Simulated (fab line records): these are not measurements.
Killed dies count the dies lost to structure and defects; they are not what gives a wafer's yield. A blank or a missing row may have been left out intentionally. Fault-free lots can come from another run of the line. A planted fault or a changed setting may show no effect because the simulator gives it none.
8D (eight disciplines) problem report, filled in by code + flow nand harc + the parts of the form that need people (team, actions taken, sign-off) are left out

## 1. WHAT IS WRONG
thk nm at NHARC_A_ONON_D1_THK_MEAS_18 reads a mean of 606 nm on 2 wafers of 1 lot; wafers without a fault read 1002 nm with a standard deviation of 8.8. Relative to the usual mean, that is a shift of -45 standard deviations.
The step: measures by ellipsometry.
Seen first at day 15 22:05 on film metro-01, wafer L209.1. The record holds 36 wafers of 12 lots with a number at this step. Rule for "out", or "out of limits": more than 4 standard deviations from the usual mean. Any other wafer with a number is counted as sound.

## 2. WHAT IT IS; WHAT IT IS NOT
| question                    | is                | is not                                                           |
|-----------------------------|-------------------|------------------------------------------------------------------|
| which readings at this step | thk nm            | -                                                                |
| which lots                  | L209              | L190, L192, L193, L194, L195, L197, L199, L200, L201, L202, L205 |
| which wafers of those lots  | L209.1, L209.6    | L209.5                                                           |
| read on which gauges        | film metro-01     | film metro-02                                                    |
| when                        | from day 15 22:05 | up to then (34 sound wafers)                                     |

## 3. WHAT RULES OUT EACH SUSPECT
Counting: if a tool at a process step up to the reading ran every lot that is out, it stays a suspect. Sound lots after the first of them don't rule it out here, since some wafers of a struck lot are sound.
- the gauge at NHARC_A_ONON_D1_THK_MEAS_18 has been ruled out. All the wafers that are out were read on film metro-01, but those of them that NHARC_END_SORT_01 has rows for are out there too, on other tools.
- rie diel-05 at NHARC_P_BONDPAD_ACTIVATE_29 (chemistry N2, time 60 s): kept. It processed L209, the lot that is out, at day 14 12:30, and its most recent sound lot before then was L205 at day 12 21:52.
- rtp anneal-02 at NHARC_A_ZERO_WELL_RTA_16 (time 10 s): kept. It processed L209, the lot that is out, at day 14 15:01, and its most recent sound lot before then was L205 at day 13 00:32.
- pecvd onon-03 at NHARC_A_ONON_D1_DEP_16 (target thk 1000 nm): kept. It processed L209, the lot that is out, at day 15 21:35, and its most recent sound lot before then was L205 at day 14 05:08.
Still standing after the count: rie diel-05 at NHARC_P_BONDPAD_ACTIVATE_29, rtp anneal-02 at NHARC_A_ZERO_WELL_RTA_16, pecvd onon-03 at NHARC_A_ONON_D1_DEP_16.

## 4. THE CAUSE (what the simulator had put in)
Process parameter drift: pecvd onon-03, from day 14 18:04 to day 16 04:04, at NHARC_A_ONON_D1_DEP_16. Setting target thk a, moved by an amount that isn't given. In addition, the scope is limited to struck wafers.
Counting left 3 suspects, and this tool is among them.

## 5. THE CHAIN OF EFFECTS, in route order
One row per reading whose mean, taken over the struck wafers that have a number, lies over 3 standard deviations from the usual. Readings are gone through only where the record gives a usual standard deviation; hours: the median, over the lots, of the time from a lot's start at the first step in this table giving one to that lot's start at this step; sigmas: the change measured in usual standard deviations.
| hours | step                        | reading         | usual   | on struck wafers | change | sigmas |
|-------|-----------------------------|-----------------|---------|------------------|--------|--------|
| 0     | NHARC_A_ONON_D1_THK_MEAS_18 | thk nm          | 1002 nm | 606              | -396   | -45    |
| 380   | NHARC_END_SORT_01           | killed at array | 53      | 676              | +623   | +31    |
| 380   | NHARC_END_SORT_01           | killed dies     | 58      | 677              | +619   | +31    |

## 6. WHAT WOULD HAVE CAUGHT IT SOONER
28 hours passed between the start of the fault at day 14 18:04 and the first reading out of limits at a measuring or inspecting step in this record, taken at day 15 22:05.
By day 15 22:05, every lot that is out (1) had started NHARC_A_ONON_D1_DEP_16 on pecvd onon-03. Had the tool been put on hold then, not one of them would have been saved.
